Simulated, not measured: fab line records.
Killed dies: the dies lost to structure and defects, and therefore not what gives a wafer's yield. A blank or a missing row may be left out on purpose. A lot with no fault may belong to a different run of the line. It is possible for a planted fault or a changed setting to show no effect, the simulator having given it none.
Which of the tools did it? -- flow nandHarc -- 13 lots with 37 wafers sampled at 6 steps, on a route of 1302 steps

WHAT EACH GAUGE READ, for each wafer
NHARC_A_SGD_CUT_THK_MEAS_22: measures by ellipsometry. Usual: thkNm at 148.1 nm, with a standard deviation of 1.4.
lot,measured,on,thkNm (nm),flag
L858,day 19 03:00,filmMetro-01,149.8 147.6 147.6,
L859,day 20 00:06,filmMetro-02,148.9 146.2 147.3,
L861,day 21 02:43,filmMetro-01,148.2 149.9 149.3,
L864,day 21 16:31,filmMetro-02,150.3 147.0 145.2,
L863,day 22 05:14,filmMetro-01,147.7 147.9 146.9,
L869,day 24 01:49,filmMetro-02,148.4 132.4 133.9,OFF
L868,day 24 01:49,filmMetro-01,147.7 132.5,OFF
L870,day 24 11:59,filmMetro-02,135.5 130.3,OFF
L874,day 25 20:15,filmMetro-01,151.3 149.7 148.6,
L876,day 27 06:40,filmMetro-01,148.9 148.3 148.8,
L877,day 27 06:40,filmMetro-02,147.6 148.4 149.3,
L879,day 28 02:11,filmMetro-02,148.8 148.3 147.5,
L881,day 29 06:53,filmMetro-02,148.8 147.8 149.5,

NHARC_END_SORT_01. Usual: killedAtArray 57, standard deviation 21; killedAtOther 0.9, standard deviation 1.2; killedAtPeriphery 4.2, standard deviation 2.9; killedDies 62, standard deviation 21; killedOpen 3.2, standard deviation 1.8; killedShort 2.4, standard deviation 1.5.
lot,measured,on,killedAtArray,killedAtOther,killedAtPeriphery,killedDies,killedOpen,killedShort,flag
L870,day 29 14:12,prober-02,43,0,8,51,2,5,

WHAT TOOL EACH LOT RAN ON (gives the tool, then ch and the chambers of the sampled wafers, and finally the start)
lot,NHARC_A_STAIRCASE_DEP_471,NHARC_A_SGD_CUT_DEP_00,NHARC_A_SGD_CUT_DESCUM_14,NHARC_A_SGD_CUT_DEP_20
L858,"pecvd-01 ch 0,1,2, day 18 19:23","pecvd-01 ch 0,1,2, day 18 20:03","rieDiel-10 ch 0,3, day 18 20:50","fcvd-02 ch 0,1, day 18 21:59"
L859,"pecvd-01 ch 0,1, day 19 16:15","pecvd-01 ch 1,2, day 19 16:56","rieDiel-10 ch 1,2, day 19 17:41","fcvd-01 ch 0,1, day 19 18:48"
L861,"pecvd-03 ch 1,2, day 20 19:40","pecvd-04 ch 0,1,2, day 20 20:26","rieDiel-05 ch 0,1,2, day 20 21:20","fcvd-02 ch 0, day 20 22:28"
L864,"pecvd-03 ch 1,2, day 21 05:06","pecvd-02 ch 1,2, day 21 05:52","rieDiel-05 ch 0,1, day 21 06:40","fcvd-02 ch 0,1, day 21 07:49"
L863,"pecvd-03 ch 1,2, day 21 19:44","pecvd-04 ch 0,1,2, day 21 20:29","rieDiel-05 ch 0,2, day 21 21:22","fcvd-01 ch 0,1, day 21 22:31"
L869,"pecvd-01 ch 1,2, day 23 17:11","pecvd-01 ch 0,1, day 23 17:54","rieDiel-05 ch 2,3, day 23 18:45","fcvd-02 ch 0,1, day 23 19:52"
L868,"pecvd-04 ch 1, day 23 17:17","pecvd-02 ch 1,2, day 23 17:58","rieDiel-10 ch 0,3, day 23 18:55","fcvd-02 ch 0,1, day 23 20:02"
L870,"pecvd-01 ch 1,2, day 24 04:28","pecvd-01 ch 0,1, day 24 05:11","rieDiel-10 ch 2,3, day 24 06:01","fcvd-02 ch 0,1, day 24 07:11"
L874,"pecvd-04 ch 1,2, day 25 12:32","pecvd-01 ch 1,2, day 25 13:13","rieDiel-10 ch 1,2,3, day 25 14:08","fcvd-01 ch 0,1, day 25 15:16"
L876,"pecvd-03 ch 0,1,2, day 26 23:03","pecvd-01 ch 0,1, day 26 23:44","rieDiel-05 ch 1,2,3, day 27 00:40","fcvd-01 ch 0,1, day 27 01:47"
L877,"pecvd-04 ch 1, day 26 23:20","pecvd-04 ch 0,1, day 27 00:09","rieDiel-13 ch 1,2, day 27 01:06","fcvd-02 ch 0,1, day 27 02:38"
L879,"pecvd-01 ch 0,1, day 27 18:26","pecvd-02 ch 0,2, day 27 19:07","rieDiel-10 ch 0,1,3, day 27 20:03","fcvd-02 ch 0,1, day 27 21:11"
L881,"pecvd-04 ch 0,1,2, day 28 23:35","pecvd-04 ch 0,1,2, day 29 00:14","rieDiel-10 ch 0,1, day 29 01:10","fcvd-01 ch 0,1, day 29 02:19"
- NHARC_A_STAIRCASE_DEP_471: deposits SiO2, target thk 100 nm.
- NHARC_A_SGD_CUT_DEP_00: deposits SiNx, target thk 50 nm.
- NHARC_A_SGD_CUT_DESCUM_14: chemistry O2, time 3 s.
- NHARC_A_SGD_CUT_DEP_20: deposits SiO2, target thk 150 nm.

WHAT THE TOOLS THEMSELVES READ (means of the sampled wafers that have a number; where no wafer has one, the mark that the record gives instead)
NHARC_A_STAIRCASE_DEP_471. Usual: heaterPowerW 582 W, standard deviation 140; throttleValvePct 16.1 %, standard deviation 0.41.
lot,tool,heaterPowerW (W),throttleValvePct (%),flag
L858,pecvd-01,651,16.2,
L859,pecvd-01,732,16.3,
L861,pecvd-03,534,16.3,
L864,pecvd-03,591,16.1,
L863,pecvd-03,534,15.8,
L869,pecvd-01,703,15.8,
L868,pecvd-04,357,16.4,
L870,pecvd-01,674,16.0,
L874,pecvd-04,528,16.3,
L876,pecvd-03,570,16.0,
L877,pecvd-04,387,16.6,
L879,pecvd-01,645,16.4,
L881,pecvd-04,578,16.0,

NHARC_A_SGD_CUT_DEP_00. Usual: heaterPowerW at 743 W, with a standard deviation of 130.
lot,tool,heaterPowerW (W),flag
L858,pecvd-01,753,
L859,pecvd-01,870,
L861,pecvd-04,745,
L864,pecvd-02,786,
L863,pecvd-04,757,
L869,pecvd-01,657,
L868,pecvd-02,805,
L870,pecvd-01,759,
L874,pecvd-01,804,
L876,pecvd-01,620,
L877,pecvd-04,705,
L879,pecvd-02,719,
L881,pecvd-04,706,

NHARC_A_SGD_CUT_DESCUM_14. Usual: drypumpMotorCurrentA 5.5 A, standard deviation 0.33; oesProductAu 1.001 a.u., standard deviation 0.013; rfVppV 57.7 V, standard deviation 0.8; showerheadPlenumPTorr 1.88 Torr, standard deviation 0.077; throttleValvePct 11.312 %, standard deviation 0.0095.
lot,tool,drypumpMotorCurrentA (A),oesProductAu (a.u.),rfVppV (V),showerheadPlenumPTorr (Torr),throttleValvePct (%),flag
L858,rieDiel-10,5.4,1.007,57.3,1.85,11.313,
L859,rieDiel-10,5.5,0.997,57.5,1.85,11.312,
L861,rieDiel-05,5.7,1.004,57.6,1.88,11.315,
L864,rieDiel-05,5.5,0.999,58.1,1.93,11.309,
L863,rieDiel-05,6.0,1.008,58.1,1.88,11.317,
L869,rieDiel-05,5.8,1.005,56.9,1.91,11.313,
L868,rieDiel-10,5.6,1.006,57.4,1.85,11.315,
L870,rieDiel-10,5.3,1.011,57.0,1.85,11.314,
L874,rieDiel-10,5.4,0.992,58.1,1.83,11.310,
L876,rieDiel-05,5.8,1.007,57.5,1.86,11.304,
L877,rieDiel-13,5.0,0.990,57.8,2.01,11.316,
L879,rieDiel-10,5.6,1.005,58.3,1.83,11.310,
L881,rieDiel-10,5.8,1.012,57.1,1.85,11.305,

THE ANSWER, worked out from the rows above alone
Rule: a lot counts as off when the mean over its wafers that have a number is more than 3 standard deviations away from the usual mean. Also off: a lot with no number at a reading for which 4 or more lots have one. Any other lot the step has rows for is counted as sound. Order of review: gauges by route order, followed by the tools' own readings, for which a lot's mean as printed above is used. At the first step where some lot is off, the reading lying furthest off is the one used; lots without a number count as furthest.
Off: L869, L868, L870, at NHARC_A_SGD_CUT_THK_MEAS_22 (thkNm).
A tool fits if, at a process step before that reading, it ran every lot that is off, and no sound lot after the first of them. Those tools and the gauges at NHARC_A_SGD_CUT_THK_MEAS_22 are tried in the same way. None of those tried fits.

WHAT HAD BEEN PUT IN BY THE SIMULATOR
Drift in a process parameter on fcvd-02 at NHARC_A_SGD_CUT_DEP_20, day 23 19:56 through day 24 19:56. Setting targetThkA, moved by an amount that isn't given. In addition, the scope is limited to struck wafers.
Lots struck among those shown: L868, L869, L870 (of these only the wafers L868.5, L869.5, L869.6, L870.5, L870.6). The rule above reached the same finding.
